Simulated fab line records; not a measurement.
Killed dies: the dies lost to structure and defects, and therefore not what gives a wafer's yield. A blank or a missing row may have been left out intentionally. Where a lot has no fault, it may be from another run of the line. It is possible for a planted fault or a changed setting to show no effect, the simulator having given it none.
Which tool is to blame?    flow n5_finfet    Sampling: 12 lots, 36 wafers, 2 of 1938 route steps

WHAT THE GAUGES READ, wafer by wafer
N5_BEOL_M6_CD_MEAS_18: pitch 80 nm, target cd 40 nm.
lot   measured      on         cd_nm (nm)
L074  day 9 16:01   cd_sem-03  39.8 39.8 40.0
L077  day 9 22:28   cd_sem-01  39.9 39.8 40.1
L079  day 10 07:56  cd_sem-03  40.0 39.9 39.3
L082  day 10 14:25  cd_sem-02  41.0 39.8 40.1
L083  day 11 06:22  cd_sem-02  40.2 40.3 40.3
L084  day 12 03:34  cd_sem-03  39.6 41.5 40.1
L087  day 12 11:10  cd_sem-03  40.9 40.3 40.7
L088  day 12 14:31  cd_sem-01  41.9 41.1 40.8
L090  day 13 05:45  cd_sem-01  41.3 40.5 40.8
L093  day 13 11:19  cd_sem-03  40.3 39.7 39.3
L095  day 14 16:24  cd_sem-03  39.6 39.9 40.6
L096  day 15 01:10  cd_sem-02  40.2 40.2 40.2

EACH LOT AND THE TOOL THAT RAN IT (in order: tool; ch and the chambers of the sampled wafers; start)
lot   N5_BEOL_M6_PECVD_70
L074  pecvd-01 ch 0,1, day 9 14:44
L077  pecvd-02 ch 0,1,2, day 9 20:52
L079  pecvd-01 ch 0,1, day 10 04:57
L082  pecvd-03 ch 1,2, day 10 11:12
L083  pecvd-01 ch 0,1,2, day 11 04:23
L084  pecvd-03 ch 1,2, day 12 01:28
L087  pecvd-03 ch 0,1,2, day 12 09:45
L088  pecvd-01 ch 0,1,2, day 12 12:23
L090  pecvd-03 ch 0,1,2, day 13 02:05
L093  pecvd-02 ch 0,1, day 13 08:32
L095  pecvd-03 ch 1,2, day 14 14:28
L096  pecvd-03 ch 0,1, day 14 22:38
- N5_BEOL_M6_PECVD_70: deposits SiO2 from TEOS/O2, target thk 20 nm, time 22.7 s.

THE ANSWER, worked out from the rows above alone
Rule: usual is defined by the lots themselves. The widest of any qualifying gaps counts: lots, ordered by their means at a reading, are off when they make up no more than a third of the lots, leave a main group of 4 or more, and stand apart from it by 3 or more times the standard deviation of that group's means. Not used: any main group whose means are identical at the precision the tables above print for the reading. A lot without any number at a reading at which 4 lots or more have one is off too. Any other lot the step has rows for is counted as sound.
Nothing can be told from this: no lot is off at any reading shown.

WHAT THE SIMULATOR HAD PUT IN
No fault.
